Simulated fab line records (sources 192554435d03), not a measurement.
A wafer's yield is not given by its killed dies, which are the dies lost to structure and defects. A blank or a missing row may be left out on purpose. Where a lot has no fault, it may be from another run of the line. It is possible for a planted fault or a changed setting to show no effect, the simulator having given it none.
Matching of chambers ; flow n5Finfet ; N5_BEOL_M1_STRIP_19 on rieDiel-02: 4 sister chambers
The step strips in O2. 4 wafers are shown with their chamber, then 7 later ones without.

## WAFERS PAIRED WITH THEIR CHAMBERS
wafer;chamber;throttleValvePct (%)
L082.2;2;16.51
L087.3;3;16.92
L089.1;1;16.22
L089.4;0;17.10

## WAFERS WITHOUT THEIR CHAMBER
wafer;throttleValvePct (%)
L089.6;16.23
L091.1;16.53
L091.4;17.10
L091.5;16.95
L092.1;16.93
L092.4;16.54
L092.5;17.09

## WHICH CHAMBER EACH ONE RAN IN
wafer;from the rows above;in truth
L089.6;1;1
L091.1;2;2
L091.4;0;0
L091.5;3;3
L092.1;3;3
L092.4;2;2
L092.5;0;0
7 of 7 placed correctly. Can't be placed from these rows: 0. Wrongly placed: 0.
How it was worked out, from the rows above alone: a wafer's distance from a chamber is the root of the sum, over the readings, of the square of ((its reading less the chamber's mean) divided by the reading's scatter). The wafer belongs to the nearest chamber; if the next one is less than 2 further off, it can't be placed. For every chamber, the mean is computed from those of its wafers that are shown. The scatter: with one shown wafer a chamber, the root of the mean of the squares of how far each hidden wafer lies from its nearest shown one.
